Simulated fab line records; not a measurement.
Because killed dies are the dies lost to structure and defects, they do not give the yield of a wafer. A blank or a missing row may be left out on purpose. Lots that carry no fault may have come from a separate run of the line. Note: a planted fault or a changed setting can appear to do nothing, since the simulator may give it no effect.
fab line records	flow nand-harc
record: lots: 5	wafers: 13	last-day: 32
route steps=1302 shown A_M1@1180 A_BONDPAD@1202 END@1302
lots with no fault: from the same line, run without faults
start-h: hours from the record's opening day to when the first of the lot's shown wafers began	wait-h: hours elapsed since this lot's preceding step	" repeats the value in the row above	L1.1+2: a row that stands for several wafers	- no value, or no start given	* or withheld: withheld	< > ~ a bound
route shown NAME@n: a module of which the file shows steps, and the number in the route of the first	usual: the fault-free wafers' mean and standard deviation	same: alike in all rows	chamber/n: place in a boat	sites: per-site readings	_std_site: standard deviation of those values	_edge_site: outer sites' mean less inner sites'	radius-mm: how far each site lies from the wafer's centre	mask NAME#n: copy n	behind: the last tool/chamber to shape the wafer	hold: why the lot went on hold/how many hours it stayed there/how the hold came to an end	device: which transistor (n, p or np) failed to switch	end of line: tests of these same wafers at the route's end	a step given without rows: its recipe and nothing more	killed: not the wafer's yield, but the dies lost to structure and defects at the first sort	map: a wafer's dies, x killed, . not, _ none there
set.NAME: the setting that was run; set.NAME@STEP: the one run at that earlier step	model.NAME: the simulator's own value behind a step, which no gauge read
lots at some steps of the route; a table a step, a row a wafer
services: a tool's chamber out of use, with start hour (start-h, from the record's first day; less than 0 if before it), hours out, and reason
== steps ==
step: NHARC_A_M1_OVL_MEAS_10
recipe: pitch-nm: 240
usual: overlay-x-nm: 0.1/0.73	overlay-y-nm: -0.1/0.79
lot.wafer	tool	chamber	start-h	wait-h	overlay-x-nm	overlay-y-nm
L876.1	overlay-01	-	546.37	-	-0.9	0.0
L876.3	"	-	"	"	-0.5	0.4
L876.4	"	-	"	"	-0.5	0.0
L880.2	overlay-02	-	607.50	-	0.6	-0.5
L880.4	"	-	"	"	0.5	-0.5
L880.5	"	-	"	"	1.1	-0.7
L882.2	overlay-02	-	625.26	-	-0.9	0.1
L891.2	overlay-02	-	715.52	-	-0.1	-1.4
L891.3	"	-	"	"	-0.1	-1.2
L891.5	"	-	"	"	0.3	-1.3
L894.2	overlay-01	-	730.24	-	0.3	-0.3
L894.3	"	-	"	"	0.1	0.3
L894.6	"	-	"	"	-0.1	0.3
step: NHARC_A_M1_DESCUM_14
recipe: time-s: 3	o2-flow-sccm: 200	ar-flow-sccm: 0	bias-power-w: 0	chemistry: O2
step: NHARC_A_M1_ETCH_35
recipe: target-depth-a: 400	overetch-a: 120	time-s: 43.94	ion-energy-ev: 200	n2-flow-sccm: 150	h2-flow-sccm: 150	ar-flow-sccm: 0	rf-w: 400	bias-w: 150	chemistry: N2/H2
step: NHARC_A_M1_ETCH_15
recipe: target-depth-a: 1825	time-s: 91.2	c4f8-flow-sccm: withheld	ar-flow-sccm: 400	rf-w: 600	bias-w: 300	chemistry: C4F8/Ar
step: NHARC_A_M1_CD_MEAS_16
usual: cd-nm: 119.8/0.57
lot.wafer	tool	chamber	start-h	wait-h	cd-nm
L876.1	cd-sem-03	-	546.77	-	119.9
L876.3	"	-	"	"	120.1
L876.4	"	-	"	"	118.9
L880.2	cd-sem-02	-	607.90	-	120.0
L880.4	"	-	"	"	120.0
L880.5	"	-	"	"	120.4
L882.2	cd-sem-02	-	625.85	-	119.6
L891.2	cd-sem-03	-	715.92	-	119.3
L891.3	"	-	"	"	119.8
L891.5	"	-	"	"	119.5
L894.2	cd-sem-02	-	730.65	-	119.3
L894.3	"	-	"	"	119.6
L894.6	"	-	"	"	120.2
step: NHARC_A_M1_STRIP_18
recipe: power-w: 1000	n2-flow-sccm: 150	h2-flow-sccm: 150	ar-flow-sccm: 0	bias-w: 0	chemistry: N2/H2
step: NHARC_A_M1_ETCH_28
recipe: target-depth-a: 300	over-etch-frac: 0.3	time-s: 72.99	ion-energy-ev: 150	cf4-flow-sccm: 50	n2-flow-sccm: 100	ar-flow-sccm: 150	rf-w: 300	bias-w: 100	chemistry: CF4/N2
step: NHARC_A_M1_STRIP_19
recipe: time-s: 600	temp-c: 30	chemistry: post-etch-residue-remover
step: NHARC_A_M1_DEGAS_29
recipe: temp-c: 250	time-s: 60
usual: heater-power-w: 336/29
lot.wafer	tool	chamber	start-h	wait-h	heater-power-w
L876.1	pvd-sputter-03	-	547.49	-	361
L876.4	"	-	"	"	342
L876.3	"	-	"	"	370
L880.2	pvd-sputter-01	-	608.63	-	323
L880.4	"	-	"	"	319
L880.5	"	-	"	"	328
L882.2	pvd-sputter-02	-	626.67	-	293
L891.3	pvd-sputter-02	-	716.64	-	285
L891.2	"	-	"	"	349
L891.5	"	-	"	"	356
L894.3	pvd-sputter-01	-	731.36	-	310
L894.2	"	-	"	"	308
L894.6	"	-	"	"	380
step: NHARC_A_M1_PRE_CLEAN_30
recipe: time-s: 30	temp-c: 280	gas: H2/He
usual: heater-power-w: 413/36
lot.wafer	tool	chamber	start-h	wait-h	heater-power-w
L876.4	pvd-sputter-03	-	-	-	369
L876.3	"	-	"	"	460
L876.1	"	-	"	"	434
L880.4	pvd-sputter-01	-	-	-	371
L880.2	"	-	"	"	397
L880.5	"	-	"	"	382
L882.2	pvd-sputter-02	-	-	-	363
L891.2	pvd-sputter-02	-	-	-	355
L891.3	"	-	"	"	426
L891.5	"	-	"	"	367
L894.2	pvd-sputter-01	-	-	-	455
L894.3	"	-	"	"	410
L894.6	"	-	"	"	457
step: NHARC_A_M1_PVD_20
recipe: target-thk-a: 50	bias-v: 168.6	power-w: 15000	chamber-pressure-pa: 0.12	time-s: 8.06	substrate-temp-c: 50	material: TaN
step: NHARC_A_M1_PVD_21
recipe: target-thk-a: 300	chamber-pressure-pa: 5	power-w: 5000	substrate-temp-c: 30	time-s: 20.49	material: Cu
usual: throttle-valve-pct: 30.4/1.1
lot.wafer	tool	chamber	start-h	wait-h	throttle-valve-pct
L876.3	pvd-sputter-03	-	547.71	-	31.3
L876.1	"	-	"	"	32.3
L876.4	"	-	"	"	31.1
L880.2	pvd-sputter-01	-	608.87	-	29.4
L880.4	"	-	"	"	30.2
L880.5	"	-	"	"	30.5
L882.2	pvd-sputter-02	-	626.90	-	30.1
L891.2	pvd-sputter-02	-	716.85	-	30.6
L891.3	"	-	"	"	30.9
L891.5	"	-	"	"	30.4
L894.2	pvd-sputter-01	-	731.58	-	29.8
L894.3	"	-	"	"	28.5
L894.6	"	-	"	"	30.3
step: NHARC_A_M1_ECD_22
recipe: target-thk-a: 4000	bath-temp-c: 25	material: Cu
step: NHARC_A_M1_ANNEAL_31
recipe: temp-c: 225	time-s: 90
step: NHARC_A_M1_CMP_23
recipe: t-overpolish-s: 20	target-thk-nm: 154.34
usual: motor-current-A: 12.0/1.1	slurry-filter-dp-kPa: 13.52/0.16	time-to-endpoint-s: 28.5/2
lot.wafer	tool	chamber	start-h	wait-h	motor-current-A	slurry-filter-dp-kPa	time-to-endpoint-s
L876.3	cmp-02	1	548.57	-	11.9	13.67	25.4
L876.4	"	2	"	"	10.7	13.46	28.0
L876.1	"	3	"	"	11.0	13.57	25.8
L880.2	cmp-02	0	609.74	-	13.9	13.78	30.2
L880.4	"	1	"	"	11.8	13.30	29.0
L880.5	"	3	"	"	11.3	13.41	30.1
L882.2	cmp-04	0	629.69	-	10.7	13.59	27.2
L891.3	cmp-02	2	717.77	-	10.3	13.57	26.5
L891.2	"	3	"	"	11.0	13.70	28.7
L891.5	"	0	"	"	13.9	13.48	26.9
L894.3	cmp-04	3	732.44	-	12.4	13.44	28.7
L894.2	"	0	"	"	11.3	13.48	33.0
L894.6	"	0	"	"	10.7	13.76	32.1
step: NHARC_A_M1_SRD_25
step: NHARC_A_M1_PRE_CLEAN_32
recipe: time-s: 12	temp-c: 370	rf-power-w: 300	gas: NH3
step: NHARC_A_M1_DEP_33
recipe: target-thk-a: 300	temp-c: 370	target-thk-nm: 30	pressure-torr: 3	flow-sccm: 200	rf-w: 450	material: SiCN
step: NHARC_A_BONDPAD_DEP_00
recipe: target-thk-a: 2500	temp-c: 370	target-thk-nm: 250	pressure-torr: 3	flow-sccm: 200	rf-w: 450	material: SiCN
step: NHARC_A_BONDPAD_CMP_29
recipe: target-thk-nm: 200	material: SiCN
usual: motor-current-A: 12.0/1	slurry-filter-dp-kPa: 13.51/0.14
lot.wafer	tool	chamber	start-h	wait-h	motor-current-A	slurry-filter-dp-kPa
L876.3	cmp-04	3	550.31	0.3	12.4	13.63
L876.1	"	0	"	"	11.1	13.56
L876.4	"	1	"	"	12.5	13.39
L880.2	cmp-01	1	611.29	-	11.3	13.54
L880.4	"	3	"	"	12.6	13.59
L880.5	"	2	"	"	11.3	13.26
L882.2	cmp-03	3	641.69	-	11.1	13.38
L891.3	cmp-01	2	719.32	-	11.4	13.57
L891.2	"	3	"	"	13.1	13.37
L891.5	"	2	"	"	10.9	13.49
L894.2	cmp-04	0	734.18	-	11.2	13.56
L894.3	"	3	"	"	12.5	13.61
L894.6	"	0	"	"	10.7	13.61
step: NHARC_A_BONDPAD_THK_MEAS_30
recipe: thk-meas-gauge: ellipsometry
usual: thk-nm: 199.9/1.4
lot.wafer	tool	chamber	start-h	wait-h	thk-nm
L876.1	film-metro-01	-	550.53	0.2	200.1
L876.3	"	-	"	"	200.9
L876.4	"	-	"	"	199.2
L880.2	film-metro-02	-	611.55	0.2	200.2
L880.4	"	-	"	"	199.5
L880.5	"	-	"	"	200.5
L882.2	film-metro-01	-	641.89	0.2	198.6
L891.2	film-metro-02	-	719.55	0.2	200.9
L891.3	"	-	"	"	199.7
L891.5	"	-	"	"	202.3
L894.2	film-metro-01	-	734.43	0.2	200.1
L894.3	"	-	"	"	201.2
L894.6	"	-	"	"	199.9
step: NHARC_A_BONDPAD_SRD_31
step: NHARC_A_BONDPAD_DEHYDRATE_01
recipe: temp-c: 150	time-s: 120
step: NHARC_A_BONDPAD_HMDS_02
recipe: time-s: 30
step: NHARC_A_BONDPAD_COAT_33
recipe: temp-c: 200	time-s: 65
step: NHARC_A_BONDPAD_COAT_03
recipe: spin-rpm: 2000	resist-thk-nm: 600
step: NHARC_A_BONDPAD_SOFTBAKE_04
recipe: temp-c: 125	time-s: 70
step: NHARC_A_BONDPAD_EBR_05
step: NHARC_A_BONDPAD_EXPOSE_06
recipe: na: 0.55	dose-mj: 36.99	mask-id: A_BPAD
step: NHARC_A_BONDPAD_PEB_07
recipe: peb-temp-c: 128	peb-time-s: 80
step: NHARC_A_BONDPAD_DEVELOP_08
recipe: time-s: 50	dev-temp-c: 22
step: NHARC_A_BONDPAD_CD_MEAS_09
recipe: target-cd-nm: 500	landing-energy-ev: 500
usual: cd-nm: 499.5/1.3
lot.wafer	tool	chamber	start-h	wait-h	cd-nm
L876.1	cd-sem-02	0	551.10	-	499.8
L876.3	"	0	"	"	500.0
L876.4	"	0	"	"	498.8
L880.2	cd-sem-01	0	612.00	-	498.0
L880.4	"	0	"	"	497.3
L880.5	"	0	"	"	498.6
L882.2	cd-sem-03	0	642.33	-	498.1
L891.2	cd-sem-02	0	720.11	-	500.0
L891.3	"	0	"	"	501.1
L891.5	"	0	"	"	501.1
L894.2	cd-sem-03	0	735.01	-	498.0
L894.3	"	0	"	"	501.0
L894.6	"	0	"	"	499.2
step: NHARC_A_BONDPAD_OVL_MEAS_35
usual: overlay-x-nm: 1/5.2	overlay-y-nm: 0/7.6
lot.wafer	tool	chamber	start-h	wait-h	overlay-x-nm	overlay-y-nm
L876.1	overlay-02	-	551.19	-	2	9
L876.3	"	-	"	"	1	10
L876.4	"	-	"	"	1	10
L880.2	overlay-01	-	612.08	-	-2	-7
L880.4	"	-	"	"	-3	-8
L880.5	"	-	"	"	-2	-7
L882.2	overlay-01	-	642.41	-	13	-4
L891.2	overlay-02	-	720.20	-	2	-11
L891.3	"	-	"	"	3	-10
L891.5	"	-	"	"	3	-11
L894.2	overlay-01	-	735.09	-	-1	-12
L894.3	"	-	"	"	-2	-12
L894.6	"	-	"	"	-1	-12
step: NHARC_A_BONDPAD_HARDBAKE_10
recipe: temp-c: 118	time-s: 65
step: NHARC_A_BONDPAD_DESCUM_11
recipe: time-s: 3	o2-flow-sccm: 200	ar-flow-sccm: 0	bias-power-w: 0	chemistry: O2
step: NHARC_A_BONDPAD_ETCH_34
recipe: target-depth-a: 600	overetch-a: 180	time-s: 65.91	ion-energy-ev: 200	n2-flow-sccm: 150	h2-flow-sccm: 150	ar-flow-sccm: 0	rf-w: 400	bias-w: 150	chemistry: N2/H2
usual: drypump-motor-current-A: 5.9/0.32	oes-product-au: 0.999/0.007	rf-vpp-V: 431.0/2.3	showerhead-plenum-p-Torr: 2.06/0.082	throttle-valve-pct: 14.170/0.0092
lot.wafer	tool	chamber	start-h	wait-h	drypump-motor-current-A	oes-product-au	rf-hours-counter-h	rf-vpp-V	showerhead-plenum-p-Torr	throttle-valve-pct
L876.1	rie-diel-07	0	551.40	0.1	6.3	0.990	12	426.8	1.94	14.173
L876.3	"	1	"	"	5.9	0.990	12	432.2	2.12	14.185
L876.4	"	2	"	"	6.1	0.993	12	432.5	2.07	14.154
L880.2	rie-diel-09	3	612.30	0.1	6.4	0.981	3	431.4	2.02	14.177
L880.4	"	0	"	"	5.6	0.996	3	427.8	1.96	14.180
L880.5	"	2	"	"	5.7	0.986	-	434.4	2.19	14.170
L882.2	rie-diel-09	1	642.64	0.1	5.8	1.005	2	430.4	2.03	14.181
L891.3	rie-diel-09	3	720.42	0.1	6.4	1.000	1	428.4	2.02	14.159
L891.2	"	0	"	"	5.6	1.007	1	428.2	1.96	14.173
L891.5	"	2	"	"	5.7	1.011	-	434.1	2.19	14.185
L894.3	rie-diel-07	3	735.31	0.1	5.6	1.003	11	433.9	2.14	14.150
L894.2	"	1	"	"	5.9	1.005	11	432.9	2.11	14.172
L894.6	"	3	"	"	5.6	1.007	-	433.3	2.14	14.172
step: NHARC_A_BONDPAD_ETCH_12
recipe: target-depth-a: 2200	time-s: 110	chf3-flow-sccm: 50	o2-flow-sccm: 10	ar-flow-sccm: 200	rf-w: 500	bias-w: 200	chemistry: CHF3/O2
step: NHARC_A_BONDPAD_CD_MEAS_13
usual: cd-nm: 498.9/1.4
lot.wafer	tool	chamber	start-h	wait-h	cd-nm
L876.1	cd-sem-01	-	551.63	-	499.8
L876.3	"	-	"	"	499.5
L876.4	"	-	"	"	498.5
L880.2	cd-sem-01	-	612.52	-	497.7
L880.4	"	-	"	"	497.6
L880.5	"	-	"	"	498.5
L882.2	cd-sem-02	-	642.86	-	498.0
L891.2	cd-sem-01	-	720.64	-	499.8
L891.3	"	-	"	"	500.5
L891.5	"	-	"	"	500.8
L894.2	cd-sem-01	-	735.53	-	497.3
L894.3	"	-	"	"	500.9
L894.6	"	-	"	"	498.7
step: NHARC_END_SORT_01
recipe: temp-c: 25
usual: killed-at-array: 58/15	killed-at-other: 0.8/1.2	killed-at-periphery: 3.5/2.5	killed-dies: 62/15	killed-open: 3.2/1.7	killed-short: 2.4/1.5
same: gross-dies: 677
lot.wafer	tool	chamber	start-h	wait-h	killed-at-array	killed-at-other	killed-at-periphery	killed-dies	killed-open	killed-short
L882.2	prober-01	0	666.72	2.8	128	0	11	139	7	3
killed by level:class
L882.2 A_STAIRCASE:unspecified=67 A_SLIT:chamber-film-flake=19 A_CHANNEL_HOLE_D1:chamber-film-flake=10 A_STAIRCASE:chamber-film-flake=10 A_CHANNEL_HOLE_D2:chamber-film-flake=7 P_M1:chamber-film-flake=6 A_CONTACT:chamber-film-flake=4 P_GATE:chamber-film-flake=3
map L882.2 (x killed, . not)
____________x____________
_________x.xxx.._________
_______..xxxx....._______
______..xxxxxxxx...______
_____.x.xxxxxxx....._____
____x..xxxxxxxx......____
____...xxxxxxxx......____
___.xx..xxxxxxx.....x.___
___.....xxxxxxx.......___
__......xxxxxxx.x......__
__..x..x.xxxxxx........__
_.........xxxxxxx......._
_....x....xxxxx.....x..._
_.........xxxxxx.xx....._
_............xx..x......_
_...........xx...xx....._
..........x..............
..x......x...x.....x.....
...................xx.x..
...x.....x...............
x.x.................x....
_............x.........._
_.x.......xx....x......._
_....x.........x....x..._
_..........x.........x.._
_......................._
__x........x...........__
__..x...x.x.xx.........__
___...................___
___....x....x.........___
____.............x...____
____...x.............____
_____..............._____
______.............______
_______...x......._______
_________......._________
____________.____________
map L891.2 (x killed, . not)
____________.____________
_________......._________
_______..........._______
______.............______
_____..............._____
____.............x...____
____.................____
___.............x.....___
___...................___
__.....................__
__.....................__
_................x......_
_.......x........x......_
_..................x...._
_.................x....._
_......................._
.................xxx.....
....................x....
.........................
.............x...........
.....................x...
_......................._
_......................._
_.......xx.............._
_......x..x..x.........._
_....xx..xx............._
__....x.xxxx........x..__
__.....xxxxxx..........__
___....x.xxxx.........___
___....x.xxxx.........___
____....xxxxx........____
____..x.....x........____
_____.....xx........_____
______...xx.....x.x______
_______.x........._______
_________......._________
____________.____________
== services ==
tool	chamber	start-h	hours	kind
pvd-sputter-03	-	526.00	10.0	pm
cmp-02	-	539.89	4.0	pm
pvd-sputter-02	-	552.91	0.8	repair
pvd-sputter-01	-	580.46	1.2	repair
pvd-sputter-01	-	584.16	10.0	pm
cmp-02	-	590.67	0.6	repair
cmp-04	-	603.29	1.0	repair
cmp-04	-	610.11	4.0	pm
cmp-02	-	611.71	1.9	repair
cmp-02	-	620.16	0.8	repair
cmp-02	-	621.33	1.4	repair
pvd-sputter-03	-	625.27	1.1	repair
cmp-04	-	627.32	2.3	repair
pvd-sputter-02	-	634.13	6.8	repair
cmp-02	-	638.03	4.0	pm
pvd-sputter-03	-	656.35	7.7	repair
pvd-sputter-01	-	667.92	2.1	repair
rie-diel-09	-	674.10	9.0	pm
cmp-04	-	691.00	10.0	repair
pvd-sputter-03	-	704.00	10.0	pm
cmp-04	-	708.11	4.0	pm
cmp-02	-	708.28	2.6	repair
pvd-sputter-01	-	714.06	1.1	repair
cmp-04	-	717.02	2.2	repair
== key ==
first-sign: step: NHARC_END_SORT_01	reading: killed-dies	direction: up	sigmas: 5.2	usual: 62	struck: 139
effect: step: NHARC_END_SORT_01	reading: killed-at-array	direction: up	sigmas: 4.6	usual: 58	struck: 128
met-at NHARC_A_M1_PVD_21
struck-wafers L882.2
tester-left-out L882
also-fits NHARC_A_BONDPAD_CMP_29:cmp-03
earlier-fault: kind: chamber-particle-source	tool: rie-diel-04	chamber: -	onset-h: 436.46	steps: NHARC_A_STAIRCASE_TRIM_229	rate-per-visit-cm2: 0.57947	end-h: 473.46
fault: kind: process-parameter-drift	tool: pvd-sputter-02	chamber: -	onset-h: 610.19	steps: NHARC_A_M1_PVD_21	channel: target-thk-a	offset: *	shape: step	end-h: 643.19	acts-in: *	stated: *	scope: struck-wafers-only
tester-left-out: of these lots the tester's yield and bins aren't shown, on N5 and GAA mostly nor the transistor test; their killed dies are dies lost to structure and defects alone, not to doping, threshold or leakage, so they don't give the yield
